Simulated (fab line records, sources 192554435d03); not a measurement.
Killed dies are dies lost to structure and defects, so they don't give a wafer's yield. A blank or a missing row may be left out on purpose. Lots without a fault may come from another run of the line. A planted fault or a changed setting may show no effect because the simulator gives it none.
Split-lot experiment | flow n5_finfet | 4 lots, 21 wafers read, on a route of 1938 steps

THE SPLIT
At N5_MOL_CONTACT_COAG_VIA_ETCH_46 (etches SiO2 in C4F6/O2, target depth 46 nm, overetch 9.2 nm, time 40 s), the setting bias_w was moved away from the recipe's 455 W on 9 of the 21 wafers read, by -8.5% to +16.2%. The other wafers ran this setting at the recipe's value.

The reading is taken at the split's own step.

THE READING
rf_vpp_V, in V, at N5_MOL_CONTACT_COAG_VIA_ETCH_46 (etches SiO2 in C4F6/O2, target depth 46 nm, overetch 9.2 nm, time 40 s). Fault-free wafers of this fab line usually give 1576 V, standard deviation 38 V.

wafer  | tool, chamber at the split | bias_w as run, W | against the recipe | rf_vpp_V, V | against lot-mates on the recipe
L079.1 | rie_diel-06, 2             | 455              | recipe             | 1539        | -
L079.2 | rie_diel-06, 3             | 422              | -7.3%              | 1505        | -79
L079.3 | rie_diel-06, 1             | 455              | recipe             | 1619        | -
L079.4 | rie_diel-06, 0             | 422              | -7.3%              | 1433        | -151
L079.5 | rie_diel-06, 2             | 422              | -7.3%              | 1456        | -128
L079.6 | rie_diel-06, 3             | 455              | recipe             | 1595        | -
L081.4 | rie_diel-01, 3             | 455              | recipe             | 1625        | -
L081.5 | rie_diel-01, 0             | 455              | recipe             | 1601        | -
L081.6 | rie_diel-01, 1             | 455              | recipe             | 1594        | -
L087.1 | rie_diel-06, 3             | 455              | recipe             | 1593        | -
L087.2 | rie_diel-06, 1             | 416.3            | -8.5%              | 1515        | -60
L087.3 | rie_diel-06, 0             | 416.3            | -8.5%              | 1418        | -157
L087.4 | rie_diel-06, 2             | 455              | recipe             | 1539        | -
L087.5 | rie_diel-06, 3             | 455              | recipe             | 1593        | -
L087.6 | rie_diel-06, 2             | 416.3            | -8.5%              | 1439        | -136
L089.1 | rie_diel-06, 1             | 455              | recipe             | 1619        | -
L089.2 | rie_diel-06, 0             | 528.5            | +16.2%             | 1695        | +112
L089.3 | rie_diel-06, 3             | 455              | recipe             | 1593        | -
L089.4 | rie_diel-06, 2             | 455              | recipe             | 1538        | -
L089.5 | rie_diel-06, 2             | 528.5            | +16.2%             | 1721        | +138
L089.6 | rie_diel-06, 3             | 528.5            | +16.2%             | 1781        | +198

THE FIT
A straight line over all 21 wafers: rf_vpp_V changes by +11.3 V for each +1% of bias_w; r = +0.91; the points scatter about the line by 40 V.
The same after taking each lot's own level away (the mean of its wafers on the recipe; 21 wafers): +11.1 V for each +1%; r = +0.92; scatter 37 V.
On that fit, the largest move of bias_w shifts the reading by 1.8e+02 V.
The lots' own levels span 1575.0 to 1606.7 V, that is 0.8 times the standard deviation above.
So the lot-to-lot level changes the slope little: the two slopes agree.
Check: with one of the wafers moved furthest among these (+16.2%) left out of the fit, the line predicts +186 V for it against its lot-mates. It came out at +112 V against them.
Tool readings at the split's step, against how far the setting was moved: rf_vpp_V r = +0.91.

OTHER SPLITS ON THESE WAFERS
These wafers also went through other splits before the reading. Each is held against what the fit with the lots' levels taken away leaves over:
other split on the same wafers        | wafers away from the commonest value | r with rf_vpp_V (lot level and that fit taken away)
N5_MOL_CONTACT_COAG_COAT_103 spin_rpm | 9                                    | +0.12

THE FILE'S OWN FIT
rf_vpp_V changes by +11.1 V for each +1% of bias_w, r = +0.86.
